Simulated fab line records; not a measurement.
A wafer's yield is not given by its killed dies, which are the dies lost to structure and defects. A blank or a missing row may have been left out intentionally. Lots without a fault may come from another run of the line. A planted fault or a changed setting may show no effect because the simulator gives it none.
Chamber matching -- flow n5 finfet -- pecvd-04 running N5_BEOL_M4_DEP_57: 3 sister chambers
The step deposits SiCN from 3MS/NH3, target thk 8 nm, time 14 s. 14 wafers are shown with their chamber, then 7 later ones without.

## WAFERS WITH THEIR CHAMBER
wafer,chamber,throttle valve pct (%),showerhead plenum p Torr (Torr)
L074.2,0,8.89,3.671
L074.3,1,9.06,3.659
L074.4,0,8.81,3.676
L076.1,2,8.88,3.669
L076.2,1,9.01,3.666
L076.4,0,9.02,3.668
L075.3,2,8.91,3.664
L075.4,2,8.97,3.656
L075.5,0,8.62,3.682
L078.3,0,8.94,3.672
L078.5,1,9.05,3.680
L078.6,0,8.78,3.668
L090.3,1,8.90,3.674
L090.4,0,8.82,3.683

SIGNATURES, as means of the wafers listed above
reading,chamber 0,chamber 1,chamber 2,scatter within a chamber
throttle valve pct,8.8400,9.0050,8.9200,0.104
showerhead plenum p Torr,3.67429,3.66975,3.66300,0.00721
Rule: a wafer lies at a distance from a chamber equal to the root of the sum of squares, over the readings, of (its reading less the chamber's mean, divided by the reading's scatter). If the next closest chamber is less than 2 further off than the closest, the wafer can't be placed; otherwise it belongs to the closest. The scatter is the square root of a quotient: the sum, over the shown wafers, of each reading's squared deviation from its chamber's mean, divided by wafers minus chambers.

## WAFERS WHOSE CHAMBER IS MISSING
wafer,throttle valve pct (%),showerhead plenum p Torr (Torr)
L090.6,8.93,3.671
L092.2,9.11,3.662
L092.3,9.12,3.671
L092.4,8.95,3.663
L097.1,9.20,3.649
L097.4,9.03,3.668
L097.5,8.86,3.674

## CHAMBER TAKEN BY EACH
wafer,from the rows above,in truth
L090.6,can't be placed: 1 or 0 or 2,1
L092.2,can't be placed: 1 or 2 or 0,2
L092.3,can't be placed: 1 or 2 or 0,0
L092.4,can't be placed: 2 or 1 or 0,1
L097.1,can't be placed: 2 or 1 or 0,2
L097.4,can't be placed: 1 or 2 or 0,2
L097.5,can't be placed: 0 or 1 or 2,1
Placed correctly: 0 of 7. Unplaceable from these rows: 7, with the true chamber sitting among the candidates in 7. Placed wrongly: 0.
